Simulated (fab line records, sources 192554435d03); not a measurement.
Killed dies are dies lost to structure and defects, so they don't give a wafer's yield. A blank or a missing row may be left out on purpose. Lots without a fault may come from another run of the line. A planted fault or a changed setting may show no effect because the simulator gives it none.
Which tool did it? | flow n5_finfet | 24 lots, 72 wafers sampled, at 4 steps of a route of 1938

WHAT THE GAUGES READ, wafer by wafer
N5_BEOL_M1_OVL_MEAS_29. Usual: V0_OVL -0.1 nm, standard deviation 0.7.
lot  | measured     | on         | V0_OVL (nm)    | flag
L074 | day 6 04:07  | overlay-01 | -0.8 -0.6 -0.8 |
L075 | day 6 08:11  | overlay-02 | 0.2 0.9 -0.4   |
L076 | day 6 13:11  | overlay-02 | 0.5 1.0 -0.4   |
L077 | day 6 20:56  | overlay-01 | -0.8 -0.8 -1.1 |
L078 | day 7 02:01  | overlay-01 | -0.4 -0.6 -0.1 |
L080 | day 7 10:28  | overlay-02 | 0.3 0.0 1.3    |
L079 | day 7 17:34  | overlay-01 | -0.3 -0.7 -1.0 |
L081 | day 7 21:16  | overlay-01 | -0.2 0.4 0.9   |
L082 | day 8 07:43  | overlay-01 | -0.6 0.8 -0.9  |
L083 | day 8 12:13  | overlay-01 | -0.4 -0.8 -0.8 |
L084 | day 8 18:18  | overlay-02 | 0.3 0.5 0.1    |
L085 | day 8 23:59  | overlay-01 | 0.4 1.2 1.2    |
L086 | day 9 06:29  | overlay-01 | 0.1 -0.7 -1.6  |
L087 | day 9 10:56  | overlay-02 | -0.5 -0.3 -0.5 |
L089 | day 9 20:02  | overlay-02 | -1.0 -0.3 -0.8 |
L088 | day 9 21:27  | overlay-01 | -0.9 -0.9 -0.1 |
L090 | day 10 02:26 | overlay-01 | -0.2 -0.7 0.2  |
L091 | day 10 14:13 | overlay-02 | -0.3 0.2 1.2   |
L092 | day 10 17:40 | overlay-02 | 0.2 0.5 0.2    |
L093 | day 10 19:07 | overlay-02 | 0.1 0.6 0.9    |
L094 | day 10 23:00 | overlay-02 | 1.0 -0.5 0.9   |
L095 | day 11 05:34 | overlay-01 | -1.4 -0.4 -0.1 |
L096 | day 11 18:09 | overlay-02 | -0.3 0.6 -0.2  |
L097 | day 11 20:02 | overlay-01 | 0.6 -0.6 0.5   |

N5_BEOL_M1_CD_MEAS_35: target cd 18 nm, target cd y 21 nm. Usual: cd_nm 18.0 nm, standard deviation 0.3.
lot  | measured     | on        | cd_nm (nm)     | flag
L074 | day 6 07:53  | cd_sem-02 | 17.8 17.9 18.0 |
L075 | day 6 10:59  | cd_sem-03 | 17.4 18.1 18.0 |
L076 | day 6 16:09  | cd_sem-02 | 18.2 17.9 18.1 |
L077 | day 7 01:04  | cd_sem-03 | 17.8 18.3 18.0 |
L078 | day 7 08:04  | cd_sem-03 | 18.2 17.9 17.9 |
L080 | day 7 16:21  | cd_sem-02 | 18.4 18.0 18.7 |
L079 | day 7 20:07  | cd_sem-02 | 18.1 18.1 18.5 |
L081 | day 8 00:23  | cd_sem-02 | 17.3 18.3 17.6 |
L082 | day 8 11:23  | cd_sem-03 | 18.1 18.2 17.7 |
L083 | day 8 13:28  | cd_sem-02 | 18.0 18.0 18.0 |
L084 | day 8 19:23  | cd_sem-02 | 17.3 18.1 17.9 |
L085 | day 9 05:41  | cd_sem-01 | 17.1 18.0 17.7 |
L086 | day 9 09:05  | cd_sem-03 | 18.0 17.6 18.2 |
L087 | day 9 12:34  | cd_sem-02 | 18.1 18.0 17.8 |
L089 | day 9 21:33  | cd_sem-02 | 17.4 17.9 17.7 |
L088 | day 10 08:41 | cd_sem-03 | 18.1 17.9 17.2 |
L090 | day 10 12:38 | cd_sem-03 | 18.6 18.0 18.2 |
L091 | day 10 15:42 | cd_sem-03 | 18.1 17.7 18.2 |
L092 | day 10 18:53 | cd_sem-01 | 17.8 17.7 18.1 |
L093 | day 10 21:32 | cd_sem-01 | 18.7 18.2 17.9 |
L094 | day 11 00:58 | cd_sem-03 | 18.3 18.2 18.0 |
L095 | day 11 07:27 | cd_sem-03 | 18.3 18.1 18.1 |
L096 | day 12 03:31 | cd_sem-01 | 17.6 18.2 18.2 |
L097 | day 12 03:04 | cd_sem-01 | 17.4 17.5 17.7 |

WHICH TOOL RAN EACH LOT (tool, then ch and the chambers of the sampled wafers, then the start)
lot  | N5_BEOL_M0_ANNEAL_117        | N5_BEOL_M1_STRIP_97
L074 | pvd_sputter-02, day 5 23:46  | rie_diel-01 ch 0,1, day 6 07:53 or earlier
L075 | pvd_sputter-03, day 6 03:46  | rie_diel-06 ch 0,2,3, day 6 10:59 or earlier
L076 | pvd_sputter-01, day 6 08:31  | rie_diel-06 ch 0,1, day 6 16:09 or earlier
L077 | pvd_sputter-03, day 6 16:40  | rie_diel-01 ch 1,2,3, day 7 01:04 or earlier
L078 | pvd_sputter-03, day 6 19:08  | rie_diel-06 ch 0,1,2, day 7 08:04 or earlier
L080 | pvd_sputter-03, day 7 07:04  | rie_diel-01 ch 0,1,3, day 7 16:21 or earlier
L079 | pvd_sputter-01, day 7 11:25  | rie_diel-01 ch 0,1, day 7 20:07 or earlier
L081 | pvd_sputter-01, day 7 17:18  | rie_diel-06 ch 1,3, day 8 00:23 or earlier
L082 | pvd_sputter-01, day 8 03:12  | rie_diel-01 ch 1,2,3, day 8 11:23 or earlier
L083 | pvd_sputter-02, day 8 04:55  | rie_diel-02 ch 0,2,3, day 8 13:28 or earlier
L084 | pvd_sputter-02, day 8 13:27  | rie_diel-06 ch 0,3, day 8 19:23 or earlier
L085 | pvd_sputter-01, day 8 20:35  | rie_diel-02 ch 0,2,3, day 9 05:41 or earlier
L086 | pvd_sputter-03, day 9 00:58  | rie_diel-06 ch 1,2,3, day 9 09:05 or earlier
L087 | pvd_sputter-03, day 9 06:49  | rie_diel-01 ch 0,1, day 9 12:34 or earlier
L089 | pvd_sputter-01, day 9 16:09  | rie_diel-06 ch 1,2,3, day 9 21:33 or earlier
L088 | pvd_sputter-01, day 9 16:41  | rie_diel-01 ch 0,1,3, day 10 08:41 or earlier
L090 | pvd_sputter-01, day 9 20:59  | rie_diel-06 ch 0,2,3, day 10 12:38 or earlier
L091 | pvd_sputter-02, day 10 11:05 | rie_diel-06 ch 0,2,3, day 10 15:42 or earlier
L092 | pvd_sputter-01, day 10 13:41 | rie_diel-06 ch 1,3, day 10 18:53 or earlier
L093 | pvd_sputter-03, day 10 15:26 | rie_diel-02 ch 0,2, day 10 21:32 or earlier
L094 | pvd_sputter-02, day 10 19:11 | rie_diel-02 ch 1,2,3, day 11 00:58 or earlier
L095 | pvd_sputter-01, day 11 00:46 | rie_diel-02 ch 1,2, day 11 07:27 or earlier
L096 | pvd_sputter-02, day 11 13:59 | rie_diel-01 ch 1,2,3, day 12 03:31 or earlier
L097 | pvd_sputter-01, day 11 15:38 | rie_diel-02 ch 0,1,3, day 12 03:04 or earlier
- N5_BEOL_M0_ANNEAL_117: time 60 s.
- N5_BEOL_M1_STRIP_97: strips in N2/H2, time 10 s.

WHAT THE TOOLS THEMSELVES READ (means of the sampled wafers that have a number; where no wafer has one, the mark that the record gives instead)
N5_BEOL_M0_ANNEAL_117. Usual: heater_power_w 834 W, standard deviation 84.
lot  | tool           | heater_power_w (W) | flag
L074 | pvd_sputter-02 | 866                |
L075 | pvd_sputter-03 | 848                |
L076 | pvd_sputter-01 | 831                |
L077 | pvd_sputter-03 | 899                |
L078 | pvd_sputter-03 | 851                |
L080 | pvd_sputter-03 | 860                |
L079 | pvd_sputter-01 | 791                |
L081 | pvd_sputter-01 | 830                |
L082 | pvd_sputter-01 | 843                |
L083 | pvd_sputter-02 | 765                |
L084 | pvd_sputter-02 | 828                |
L085 | pvd_sputter-01 | 801                |
L086 | pvd_sputter-03 | 975                |
L087 | pvd_sputter-03 | 860                |
L089 | pvd_sputter-01 | 803                |
L088 | pvd_sputter-01 | 803                |
L090 | pvd_sputter-01 | 817                |
L091 | pvd_sputter-02 | 784                |
L092 | pvd_sputter-01 | 798                |
L093 | pvd_sputter-03 | 938                |
L094 | pvd_sputter-02 | 776                |
L095 | pvd_sputter-01 | 854                |
L096 | pvd_sputter-02 | 776                |
L097 | pvd_sputter-01 | 798                |

N5_BEOL_M1_STRIP_97. Usual: bias_power_w 7.000 W, standard deviation 0.021; drypump_motor_current_A 5.5 A, standard deviation 0.49; oes_product_au 0.75 a.u., standard deviation 0.055; rf_vpp_V 58.9 V, standard deviation 0.88; showerhead_plenum_p_Torr 2.49 Torr, standard deviation 0.09; throttle_valve_pct 23.65 %, standard deviation 0.22.
lot  | tool        | bias_power_w (W) | drypump_motor_current_A (A) | oes_product_au (a.u.) | rf_vpp_V (V) | showerhead_plenum_p_Torr (Torr) | throttle_valve_pct (%) | flag
L074 | rie_diel-01 | 6.976            | 4.9                         | 0.75                  | 59.2         | 2.54                            | 23.66                  |
L075 | rie_diel-06 | 6.989            | 5.4                         | 0.73                  | 59.1         | 2.46                            | 23.81                  |
L076 | rie_diel-06 | 7.021            | 5.3                         | 0.76                  | 58.7         | 2.51                            | 23.94                  |
L077 | rie_diel-01 | 6.989            | 5.6                         | 0.72                  | 58.7         | 2.56                            | 23.72                  |
L078 | rie_diel-06 | 6.992            | 5.2                         | 0.76                  | 58.6         | 2.47                            | 23.74                  |
L080 | rie_diel-01 | 6.992            | 5.3                         | 0.74                  | 59.0         | 2.50                            | 23.74                  |
L079 | rie_diel-01 | 6.996            | 5.2                         | 0.77                  | 58.2         | 2.44                            | 23.56                  |
L081 | rie_diel-06 | 7.026            | 5.4                         | 0.71                  | 59.1         | 2.42                            | 23.67                  |
L082 | rie_diel-01 | 7.011            | 5.6                         | 0.71                  | 58.7         | 2.55                            | 23.72                  |
L083 | rie_diel-02 | 6.976            | 5.4                         | 0.80                  | 60.1         | 2.55                            | 23.54                  |
L084 | rie_diel-06 | 6.970            | 5.6                         | 0.71                  | 58.9         | 2.49                            | 24.03                  |
L085 | rie_diel-02 | 6.974            | 5.4                         | 0.80                  | 59.7         | 2.55                            | 23.54                  |
L086 | rie_diel-06 | 6.998            | 5.2                         | 0.72                  | 59.8         | 2.42                            | 23.61                  |
L087 | rie_diel-01 | 7.002            | 4.9                         | 0.73                  | 59.2         | 2.53                            | 23.70                  |
L089 | rie_diel-06 | 7.002            | 5.2                         | 0.72                  | 59.1         | 2.42                            | 23.63                  |
L088 | rie_diel-01 | 6.996            | 5.3                         | 0.72                  | 59.7         | 2.49                            | 23.76                  |
L090 | rie_diel-06 | 7.002            | 5.4                         | 0.70                  | 59.0         | 2.45                            | 23.84                  |
L091 | rie_diel-06 | 6.998            | 5.4                         | 0.71                  | 58.8         | 2.45                            | 23.84                  |
L092 | rie_diel-06 | 7.017            | 5.1                         | 0.72                  | 58.7         | 2.42                            | 23.62                  |
L093 | rie_diel-02 | 6.999            | 5.1                         | 0.78                  | 59.9         | 2.51                            | 23.60                  |
L094 | rie_diel-02 | 6.982            | 5.8                         | 0.76                  | 58.3         | 2.46                            | 23.58                  |
L095 | rie_diel-02 | 6.992            | 5.5                         | 0.74                  | 58.6         | 2.42                            | 23.61                  |
L096 | rie_diel-01 | 7.006            | 5.6                         | 0.80                  | 59.7         | 2.54                            | 23.63                  |
L097 | rie_diel-02 | 7.008            | 5.8                         | 0.78                  | 58.2         | 2.55                            | 23.54                  |

THE ANSWER, worked out from the rows above alone
Rule: a lot is off if the mean of its wafers that have a number lies more than 3 standard deviations from the usual mean. A lot without any number at a reading at which 4 lots or more have one is off too. The other lots that the step has rows for count as sound. The gauges are gone through in route order, then the tools' own readings, and for those a lot's mean is taken as printed above. The first step at which some lot is off is used, and at that step the reading that is off furthest; a lot without a number counts as furthest.
No lot is off at any reading shown: from this, nothing can be told.

WHAT THE SIMULATOR HAD PUT IN
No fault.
